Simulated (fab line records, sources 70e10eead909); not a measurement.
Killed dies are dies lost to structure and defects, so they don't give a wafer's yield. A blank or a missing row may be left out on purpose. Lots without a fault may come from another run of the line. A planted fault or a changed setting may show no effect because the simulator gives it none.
fab line records | flow nand_harc
record lots=12 wafers=36 last_day=29
route steps=1159 shown P_M1@317 P_M2@333 END@1159
lots that met no fault: from a run of the same line without faults
start_h: hours from the record's first day to the start of the lot's first wafer shown | wait_h: hours since the lot's step before | " the same as in the row above | L1.1+2: a row that stands for several wafers | - no value, or no start given | * or withheld: withheld | < > ~ a bound
route shown NAME@n: a module of which the file shows steps, and the number in the route of the first | usual: mean/standard deviation of fault-free wafers | same: alike in all rows | chamber/n: place in a boat | sites: the reading at each site | _std_site: their standard deviation | _edge_site: outer sites' mean less inner sites' | radius_mm: how far each site lies from the wafer's centre | mask NAME#n: copy n | behind: the tool/chamber that last shaped the wafer | hold: why the lot was held/for how many hours/how that ended | device: the transistor (n, p or np) that didn't switch | end of line: the same wafers' tests at the end of the route | a step without rows: its recipe alone | killed: dies lost to structure and defects at the first sort, not the wafer's yield | map: a wafer's dies, x killed, . not, _ none there
set.NAME: the setting as run; set.NAME@STEP: as run at that earlier step | model.NAME: the simulator's own value behind a step, which no gauge read
steps of the route over a sample of lots; a table a step, a row a wafer
services: from which hour (start_h, from the record's first day; less than 0 if before it) a tool's chamber was out of use, for how many hours, and why
## steps
# step NHARC_P_M1_DEP_33
# recipe target_thk_a=300 temp_c=370 target_thk_nm=30 pressure_torr=3 flow_sccm=200 rf_w=450 material=SiCN
# usual heater_power_w=563/67 showerhead_vpp_V=1287/72
# columns lot.wafer tool chamber start_h wait_h heater_power_w showerhead_vpp_V
L206.1 pecvd-04 2 182.67 0.1 569 1363
L206.2 " 1 " " 532 1287
L206.5 " 1 " " 545 1298
L205.1 pecvd-04 0 186.21 0.1 448 1311
L205.6 " 2 " " 527 1355
L205.5 " 0 " " 454 1340
L212.2 pecvd-02 1 195.92 0.1 521 1303
L212.3 " 0 " " 521 1179
L212.6 " 2 " " 666 1267
L214.2 pecvd-02 0 204.57 0.1 617 1181
L214.3 " 1 " " 538 1326
L214.5 " 1 " " 547 1292
L215.2 pecvd-01 1 206.72 0.1 481 1403
L215.5 " 2 " " 726 1163
L215.4 " 0 " " 539 1274
L219.2 pecvd-04 0 217.47 0.1 556 1326
L219.1 " 1 " " 518 1298
L219.4 " 0 " " 547 1330
L220.2 pecvd-02 1 220.99 0.1 619 1321
L220.5 " 1 " " 635 1328
L220.4 " 2 " " 683 1271
L221.2 pecvd-04 1 221.33 0.1 479 1308
L221.1 " 2 " " 503 1335
L221.6 " 2 " " 506 1363
L224.1 pecvd-02 2 233.87 0.1 569 1274
L224.2 " 0 " " 612 1179
L224.6 " 1 " " 541 1312
L226.2 pecvd-04 2 239.92 0.1 547 1357
L226.4 " 0 " " 516 1324
L226.5 " 1 " " 542 1306
L228.2 pecvd-01 1 254.55 0.1 546 1435
L228.1 " 2 " " 620 1181
L228.6 " 2 " " 625 1174
L227.1 pecvd-02 0 254.62 0.1 599 1165
L227.5 " 0 " " 609 1163
L227.4 " 2 " " 674 1262
# step NHARC_P_M2_ETCH_15
# recipe target_depth_a=1825 time_s=91.2 c4f8_flow_sccm=withheld ar_flow_sccm=400 rf_w=600 bias_w=300 chemistry=C4F8/Ar
# usual oes_product_au=0.943/0.022 rf_vpp_V=442.6/2.3
# columns lot.wafer tool chamber start_h wait_h oes_product_au rf_hours_counter_h rf_vpp_V
L206.1 rie_diel-06 2 - - 0.931 27 436.8
L206.2 " 3 " " 0.916 24 442.8
L206.5 " 1 " " 0.929 - 444.1
L205.1 rie_diel-07 0 - - 0.964 4 444.5
L205.6 " 3 " " 0.963 - 444.2
L205.5 " 0 " " 0.965 - 442.5
L212.3 rie_diel-04 1 - - 0.926 17 442.0
L212.2 " 2 " " 0.932 19 442.7
L212.6 " 1 " " 0.923 - 442.9
L214.2 rie_diel-06 2 - - 0.942 29 437.1
L214.3 " 3 " " 0.927 27 444.7
L214.5 " 3 " " 0.926 - 444.3
L215.4 rie_diel-07 3 - - 0.928 6 445.1
L215.2 " 1 " " 0.934 6 441.5
L215.5 " 3 " " 0.932 - 445.1
L219.1 rie_diel-07 0 - - 0.974 6 443.7
L219.2 " 1 " " 0.951 6 440.3
L219.4 " 2 " " 0.953 5 444.2
L220.4 rie_diel-07 0 - - 0.968 6 443.6
L220.2 " 1 " " 0.953 6 441.7
L220.5 " 0 " " 0.966 - 441.9
L221.2 rie_diel-06 1 - - 0.907 30 444.8
L221.1 " 2 " " 0.927 31 435.8
L221.6 " 1 " " 0.909 - 444.5
L224.2 rie_diel-06 1 - - 0.912 31 444.5
L224.1 " 3 " " 0.919 30 442.3
L224.6 " 0 " " 0.925 - 443.0
L226.2 rie_diel-04 3 - - 0.915 28 447.8
L226.4 " 0 " " 0.927 27 438.8
L226.5 " 2 " " 0.923 - 441.2
L228.2 rie_diel-04 2 - - 0.975 30 442.4
L228.1 " 0 " " 0.984 29 439.4
L228.6 " 1 " " 0.981 - 440.3
L227.1 rie_diel-04 2 - - 0.927 30 440.4
L227.4 " 3 " " 0.938 30 446.2
L227.5 " 0 " " 0.938 - 438.2
# step NHARC_P_M2_CMP_23
# recipe t_overpolish_s=20 target_thk_nm=144.3
# usual edge_zone_pressure_frac=1.000/0.0048 motor_current_A=12.3/0.99 time_to_endpoint_s=29.3/2.3
# columns lot.wafer tool chamber start_h wait_h edge_zone_pressure_frac motor_current_A time_to_endpoint_s
L206.2 cmp-04 3 186.77 - 0.994 12.3 32.1
L206.1 " 2 " " 1.002 12.9 29.7
L206.5 " 0 " " 1.006 11.8 31.3
L205.1 cmp-02 1 189.62 - 1.000 11.3 25.2
L205.5 " 3 " " 0.999 11.0 25.2
L205.6 " 0 " " 0.996 13.9 22.1
L212.3 cmp-02 1 199.52 - 0.994 10.9 31.9
L212.2 " 2 " " 0.990 13.1 32.0
L212.6 " 3 " " 1.009 11.0 32.9
L214.2 cmp-04 3 208.17 - 1.004 12.1 27.7
L214.3 " 1 " " 1.003 11.8 31.9
L214.5 " 0 " " 1.008 11.5 29.9
L215.2 cmp-04 0 210.20 - 1.007 11.5 25.8
L215.4 " 3 " " 1.003 12.1 26.9
L215.5 " 1 " " 1.006 11.9 27.9
L219.2 cmp-04 3 220.93 - 0.996 12.4 24.6
L219.4 " 0 " " 0.998 11.7 27.7
L219.1 " 1 " " 0.998 11.6 27.2
L220.2 cmp-02 0 224.75 - - - -
L220.4 " 2 " " - - -
L220.5 " 0 " " - - -
L221.2 cmp-04 1 225.03 - - - -
L221.1 " 2 " " - - -
L221.6 " 1 " " - - -
L224.1 cmp-01 1 237.20 - 1.002 13.2 26.6
L224.2 " 0 " " 1.000 12.5 29.0
L224.6 " 1 " " 1.000 12.4 25.9
L226.2 cmp-01 0 243.43 - 1.001 12.7 31.1
L226.4 " 1 " " 1.008 13.0 29.3
L226.5 " 0 " " 1.000 12.2 30.5
L228.1 cmp-01 1 258.07 - 1.001 13.3 30.5
L228.2 " 2 " " 1.003 10.8 30.1
L228.6 " 1 " " 1.006 12.8 31.0
L227.4 cmp-02 3 258.44 - 1.001 11.1 29.5
L227.1 " 0 " " 0.998 13.9 26.9
L227.5 " 3 " " 1.003 11.4 30.8
# step NHARC_P_M2_THK_MEAS_24
# recipe thk_meas_gauge=xrf
# usual thk_nm=144.5/1.5
# columns lot.wafer tool chamber start_h wait_h thk_nm
L206.1 film_metro-02 - 187.08 - 142.6
L206.2 " - " " 143.2
L206.5 " - " " 144.3
L205.1 film_metro-01 - 189.88 - 145.3
L205.5 " - " " 144.3
L205.6 " - " " 145.1
L212.2 film_metro-01 - 199.78 - 144.8
L212.3 " - " " 143.0
L212.6 " - " " 143.1
L214.2 film_metro-02 - 208.49 - 143.5
L214.3 " - " " 145.9
L214.5 " - " " 145.0
L215.2 film_metro-01 - 210.51 - 144.1
L215.4 " - " " 141.8
L215.5 " - " " 144.3
L219.1 film_metro-02 - 221.24 - 144.3
L219.2 " - " " 144.5
L219.4 " - " " 144.1
L220.2 film_metro-02 - 225.04 0.3 391.7
L220.4 " - " " 392.1
L220.5 " - " " 396.7
L221.1 film_metro-02 - 225.36 0.3 401.0
L221.2 " - " " 401.0
L221.6 " - " " 400.5
L224.1 film_metro-01 - 237.52 - 145.3
L224.2 " - " " 145.5
L224.6 " - " " 142.6
L226.2 film_metro-01 - 243.71 - 145.0
L226.4 " - " " 144.8
L226.5 " - " " 144.1
L228.1 film_metro-01 - 258.38 - 146.1
L228.2 " - " " 146.7
L228.6 " - " " 144.8
L227.1 film_metro-01 - 258.74 - 144.3
L227.4 " - " " 142.7
L227.5 " - " " 145.3
# step NHARC_P_M2_PRE_CLEAN_32
# recipe time_s=12 temp_c=370 rf_power_w=300 gas=NH3
# usual heater_power_w=630/71
# columns lot.wafer tool chamber start_h wait_h heater_power_w
L206.1 pecvd-02 2 187.32 0.1 628
L206.2 " 0 " " 654
L206.5 " 2 " " 620
L205.1 pecvd-01 2 190.13 0.1 709
L205.5 " 1 " " 573
L205.6 " 2 " " 713
L212.2 pecvd-02 1 200.02 0.1 673
L212.3 " 2 " " 711
L212.6 " 0 " " 584
L214.3 pecvd-01 2 208.71 0.1 753
L214.2 " 0 " " 615
L214.5 " 0 " " 605
L215.2 pecvd-01 0 210.75 0.1 657
L215.4 " 2 " " 796
L215.5 " 1 " " 642
L219.1 pecvd-04 0 221.55 0.2 521
L219.2 " 1 " " 591
L219.4 " 0 " " 513
L220.2 pecvd-02 2 225.29 0.1 675
L220.5 " 0 " " 660
L220.4 " 2 " " 686
L221.2 pecvd-04 1 225.58 0.1 505
L221.1 " 2 " " 574
L221.6 " 2 " " 570
L224.1 pecvd-02 0 237.76 0.1 662
L224.2 " 1 " " 583
L224.6 " 2 " " 640
L226.2 pecvd-02 0 243.93 0.1 638
L226.5 " 0 " " 641
L226.4 " 1 " " 582
L228.1 pecvd-02 2 258.60 0.1 733
L228.2 " 0 " " 650
L228.6 " 2 " " 730
L227.1 pecvd-01 0 258.97 0.1 675
L227.5 " 0 " " 652
L227.4 " 1 " " 521
# step NHARC_END_SORT_01
# recipe temp_c=25
# usual defect_limited_yield=95.1/1.7 killed_at_array=29/11 killed_at_other=0.5/0.85 killed_at_periphery=3.0/2.3 killed_dies=33/12 killed_open=3.3/1.9 killed_short=2.0/1.5 sort_bin_2_pct=1.5/0.66 sort_bin_3_pct=0.25/0.21 sort_bin_4_pct=3.1/1.2 sort_n_pass=644/12 sort_rim_yield_pct=96.7/2 sort_yield_pct=95.1/1.7
# same gross_dies=677 sort_bin_5_pct[%]=0 sort_bin_6_pct[%]=0 sort_bin_7_pct[%]=0 sort_bin_8_pct[%]=0 sort_rim_n_gross=106.00
# columns lot.wafer tool chamber start_h wait_h defect_limited_yield[%] killed_at_array killed_at_other killed_at_periphery killed_dies killed_open killed_short sort_bin_2_pct[%] sort_bin_3_pct[%] sort_bin_4_pct[%] sort_n_pass sort_rim_yield_pct[%] sort_yield_pct[%]
L212.3 prober-01 0 604.85 3.0 94.1 37 1 2 40 6 3 2.5 0 3.4 637 96.2 94.1
L215.2 prober-02 0 608.35 2.8 95.6 25 3 2 30 3 1 1.0 0 3.4 647 99.1 95.6
L215.4 prober-02 0 609.93 3.4 93.8 40 1 1 42 6 4 1.9 0.44 3.8 635 97.2 93.8
L215.5 prober-02 0 610.73 3.7 94.7 30 2 4 36 3 3 1.6 0.44 3.2 641 97.2 94.7
L214.2 prober-01 0 611.71 2.8 95.1 30 0 3 33 2 6 1.5 0.30 3.1 644 99.1 95.1
L219.1 prober-01 0 618.65 2.5 94.1 36 0 4 40 3 4 2.2 0.30 3.4 637 96.2 94.1
L219.2 prober-01 0 619.46 2.8 93.5 39 1 4 44 2 1 2.4 0.15 4.0 633 97.2 93.5
L219.4 prober-01 0 621.07 3.4 93.6 43 0 0 43 3 1 1.8 0.59 4.0 634 94.3 93.6
L220.2 prober-01 0 627.32 2.8 0 39 0 638 677 6 0 95.3 0.15 4.6 0 0 0
L220.4 prober-01 0 628.94 3.4 0 43 0 634 677 3 3 94.5 0 5.5 0 0 0
L220.5 prober-01 0 629.75 3.8 0 26 0 651 677 3 2 96.5 0.44 3.1 0 0 0
L226.2 prober-01 0 643.00 2.8 93.1 44 0 3 47 1 1 3.1 0.74 3.1 630 94.3 93.1
L226.4 prober-01 0 644.60 3.4 91.3 52 1 6 59 2 0 3.0 0.59 5.2 618 97.2 91.3
L226.5 prober-01 0 645.39 3.7 93.2 41 0 5 46 2 1 3.0 0.15 3.7 631 95.3 93.2
L221.1 prober-01 0 649.98 2.5 0 29 1 647 677 7 1 96.8 0.15 3.1 0 0 0
L221.2 prober-01 0 650.78 2.8 0 22 0 655 677 1 0 97.2 0.44 2.4 0 0 0
L221.6 prober-01 0 653.98 4.0 0 32 0 645 677 4 0 96.3 0.15 3.5 0 0 0
# killed by level:class
L212.3 A_CHANNEL_HOLE_D1:chamber_film_flake=13 A_SLIT:chamber_film_flake=11 A_CONTACT:chamber_film_flake=3 A_CHANNEL_FILL_D1:geometric_particle:open=2 A_WL_FILL:geometric_particle:short=2 A_CONTACT:geometric_particle:open=2 P_M2:geometric_particle:open=1 A_BLC:geometric_particle:short=1
L215.2 A_SLIT:chamber_film_flake=14 A_CHANNEL_HOLE_D1:chamber_film_flake=5 A_STAIRCASE:chamber_film_flake=2 A_CONTACT:chamber_film_flake=2 THIN_TSV:chamber_film_flake=2 P_CONTACT:geometric_particle:open=1 P_M2:geometric_particle:open=1 A_CONTACT:geometric_particle:open=1
L215.4 A_SLIT:chamber_film_flake=19 A_CHANNEL_HOLE_D1:chamber_film_flake=7 A_CONTACT:geometric_particle:open=4 A_STAIRCASE:chamber_film_flake=2 A_CONTACT:chamber_film_flake=2 A_ONON_D1:geometric_particle:short=1 A_CHANNEL_HOLE_D1:geometric_particle:short=1 A_STAIRCASE:geometric_particle:open=1
L215.5 A_SLIT:chamber_film_flake=14 A_CHANNEL_HOLE_D1:chamber_film_flake=6 A_CONTACT:chamber_film_flake=3 P_STI:chamber_film_flake=2 THIN_TSV:chamber_film_flake=2 P_CONTACT:geometric_particle:open=1 A_CHANNEL_FILL_D1:geometric_particle:short=1 A_WL_FILL:geometric_particle:short=1
L214.2 A_CHANNEL_HOLE_D1:chamber_film_flake=12 A_CONTACT:chamber_film_flake=7 A_CHANNEL_FILL_D1:geometric_particle:short=2 A_BLC:geometric_particle:short=2 A_STAIRCASE:chamber_film_flake=2 P_GATE:geometric_particle:open=1 P_M1:geometric_particle:short=1 A_CHANNEL_FILL_D1:geometric_particle:open=1
L219.1 A_SLIT:chamber_film_flake=19 A_CHANNEL_HOLE_D1:chamber_film_flake=6 A_M0:chamber_film_flake=3 A_CHANNEL_HOLE_D1:geometric_particle:short=2 A_CONTACT:geometric_particle:open=2 P_STI:chamber_film_flake=2 P_M1:geometric_particle:short=1 A_CHANNEL_FILL_D1:geometric_particle:open=1
L219.2 A_SLIT:chamber_film_flake=24 A_CHANNEL_HOLE_D1:chamber_film_flake=8 A_CONTACT:chamber_film_flake=3 P_M0:geometric_particle:open=2 A_STAIRCASE:chamber_film_flake=2 A_M0:chamber_film_flake=2 P_CONTACT:geometric_particle:short=1 P_STI:chamber_film_flake=1
L219.4 A_SLIT:chamber_film_flake=22 A_CHANNEL_HOLE_D1:chamber_film_flake=7 A_M0:chamber_film_flake=5 A_STAIRCASE:chamber_film_flake=2 A_CONTACT:chamber_film_flake=2 A_CHANNEL_HOLE_D1:geometric_particle:open=1 A_WL_FILL:geometric_particle:open=1 A_BLC:geometric_particle:short=1
L220.2 P_M2:area_cmp=635 A_CHANNEL_HOLE_D1:chamber_film_flake=20 A_CONTACT:chamber_film_flake=10 A_CONTACT:geometric_particle:open=4 P_GATE:chamber_film_flake=2 A_STAIRCASE:chamber_film_flake=2 A_ONON_D1:geometric_particle:open=1 A_M0:geometric_particle:open=1
L220.4 P_M2:area_cmp=628 A_CHANNEL_HOLE_D1:chamber_film_flake=24 A_STAIRCASE:chamber_film_flake=6 A_CONTACT:chamber_film_flake=6 P_CONTACT:chamber_film_flake=2 A_CHANNEL_FILL_D1:chamber_film_flake=2 P_CONTACT:geometric_particle:short=1 P_M0:geometric_particle:short=1
L220.5 P_M2:area_cmp=648 A_CHANNEL_HOLE_D1:chamber_film_flake=16 A_CONTACT:chamber_film_flake=4 P_ZERO_WELL:chamber_film_flake=2 A_SOURCE_PLATE:geometric_particle:short=1 A_WL_FILL:geometric_particle:short=1 A_BLC:geometric_particle:open=1 A_M0:geometric_particle:open=1
L226.2 A_CHANNEL_HOLE_D1:chamber_film_flake=17 A_SLIT:chamber_film_flake=16 A_CONTACT:chamber_film_flake=5 A_STAIRCASE:chamber_film_flake=3 P_STI:chamber_film_flake=2 P_CONTACT:geometric_particle:short=1 A_ONON_D1:geometric_particle:open=1 A_CHANNEL_FILL_D1:chamber_film_flake=1
L226.4 A_SLIT:chamber_film_flake=18 A_CHANNEL_HOLE_D1:chamber_film_flake=16 A_STAIRCASE:chamber_film_flake=5 A_CHANNEL_FILL_D1:chamber_film_flake=4 P_STI:chamber_film_flake=4 A_CONTACT:chamber_film_flake=4 A_ZERO_WELL:chamber_film_flake=2 A_BLC:geometric_particle:open=1
L226.5 A_CHANNEL_HOLE_D1:chamber_film_flake=15 A_SLIT:chamber_film_flake=12 A_CONTACT:chamber_film_flake=4 P_STI:chamber_film_flake=3 A_STAIRCASE:chamber_film_flake=3 A_CHANNEL_FILL_D1:geometric_particle:open=2 A_WL_FILL:chamber_film_flake=2 A_M0:chamber_film_flake=2
L221.1 P_M2:area_cmp=644 A_CHANNEL_HOLE_D1:chamber_film_flake=19 A_CONTACT:chamber_film_flake=3 A_CONTACT:geometric_particle:open=2 A_M0:geometric_particle:open=2 A_SLIT:chamber_film_flake=2 P_CONTACT:geometric_particle:open=1 P_M1:geometric_particle:open=1
L221.2 P_M2:area_cmp=653 A_CHANNEL_HOLE_D1:chamber_film_flake=16 P_ZERO_WELL:chamber_film_flake=2 A_STAIRCASE:chamber_film_flake=2 A_SLIT:chamber_film_flake=2 A_M0:geometric_particle:open=1 A_BLC:chamber_film_flake=1
L221.6 P_M2:area_cmp=641 A_CHANNEL_HOLE_D1:chamber_film_flake=24 A_SLIT:chamber_film_flake=6 P_ZERO_WELL:chamber_film_flake=2 P_CONTACT:geometric_particle:open=1 P_M1:geometric_particle:open=1 A_ONON_D1:geometric_particle:open=1 A_CHANNEL_FILL_D1:geometric_particle:open=1
## services
# columns tool chamber start_h hours kind
pecvd-02 0 166.05 - clean
pecvd-02 1 166.05 - clean
pecvd-02 2 166.05 - clean
rie_diel-06 - 168.29 2.1 repair
rie_diel-07 0 170.19 4.1 repair
rie_diel-07 2 177.90 6.5 repair
cmp-01 - 179.50 4.0 pm
pecvd-02 - 184.09 1.5 repair
pecvd-04 - 195.00 13.0 pm
pecvd-04 0 195.00 13.0 vent_cycle
pecvd-04 1 195.00 13.0 vent_cycle
pecvd-04 2 195.00 13.0 vent_cycle
cmp-04 - 197.70 0.6 repair
cmp-04 - 203.14 4.0 pm
pecvd-04 0 208.00 - clean
pecvd-04 1 208.00 - clean
pecvd-04 2 208.00 - clean
rie_diel-04 2 221.36 3.4 repair
cmp-02 - 226.52 4.0 pm
rie_diel-07 - 228.20 9.0 pm
cmp-02 - 235.04 2.3 repair
pecvd-01 - 237.16 13.0 pm
pecvd-01 0 237.16 13.0 vent_cycle
rie_diel-06 - 241.58 9.0 pm
## key
first_sign step=NHARC_P_M2_CMP_23 reading=tool_record direction=missing
effect step=NHARC_P_M2_THK_MEAS_24 reading=thk_nm direction=up sigmas=99+ usual=144.5 struck=397.2
effect step=NHARC_END_SORT_01 reading=killed_at_periphery direction=up sigmas=99+ usual=3.0 struck=645
more_kills_born_at NHARC_P_M2_CMP_23@cmp-04=1938 NHARC_P_M2_CMP_23@cmp-02=1911
met_at NHARC_P_M2_CMP_23
struck_lots L220,L221
later_rows_left_out L220.2,L220.4,L220.5,L221.1,L221.2,L221.6
not_acting_at NHARC_P_M1_DEP_33,NHARC_P_M2_ETCH_15,NHARC_P_M2_PRE_CLEAN_32
onset_between 220.93 224.75
fault kind=skipped_step_whole tool=cmp-02,cmp-04 chamber=- onset_h=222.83 steps=NHARC_P_M2_CMP_23 scope=struck_lots_only
# later_rows_left_out: the simulator's readings of these wafers behind a module that went badly wrong aren't trusted and aren't shown, but for the sort
